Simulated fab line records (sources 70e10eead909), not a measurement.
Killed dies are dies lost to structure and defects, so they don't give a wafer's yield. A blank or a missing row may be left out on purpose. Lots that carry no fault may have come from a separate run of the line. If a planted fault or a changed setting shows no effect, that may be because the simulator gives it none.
Chamber matching | flow nand_harc | NHARC_A_SGD_CUT_DEP_00 on pecvd-04 has 3 sister chambers
The step deposits SiNx, target thk 50 nm. 3 wafers are shown with their chamber, then 9 later ones without.

== WAFERS, EACH WITH ITS CHAMBER ==
wafer  | chamber | heater_power_w (W)
L085.1 | 1       | 580
L088.5 | 0       | 749
L088.6 | 2       | 590

== WAFERS WHOSE CHAMBER IS MISSING ==
wafer  | heater_power_w (W)
L088.1 | 679
L088.2 | 608
L088.4 | 696
L090.1 | 581
L090.3 | 579
L090.6 | 607
L097.1 | 577
L097.3 | 682
L097.5 | 751

== WHICH CHAMBER EACH ONE RAN IN ==
wafer  | from the rows above          | in truth
L088.1 | can't be placed: 0 or 2 or 1 | 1
L088.2 | can't be placed: 2 or 1      | 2
L088.4 | can't be placed: 0 or 2 or 1 | 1
L090.1 | can't be placed: 1 or 2      | 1
L090.3 | can't be placed: 1 or 2      | 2
L090.6 | can't be placed: 2 or 1      | 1
L097.1 | can't be placed: 1 or 2      | 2
L097.3 | can't be placed: 0 or 2 or 1 | 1
L097.5 | 0                            | 0
1 of 9 placed correctly. Not placeable from these rows: 8 (in 8, the candidates include the true chamber). Placed wrongly: 0.
How it was worked out, from the rows above alone: a wafer's distance from a chamber is the root of the sum, over the readings, of the square of ((its reading less the chamber's mean) divided by the reading's scatter). The wafer belongs to the nearest chamber; if the next one is less than 2 further off, it can't be placed. For every chamber, the mean is computed from those of its wafers that are shown. The scatter: root of mean squared gap, hidden wafer to nearest shown wafer, with one shown wafer a chamber.
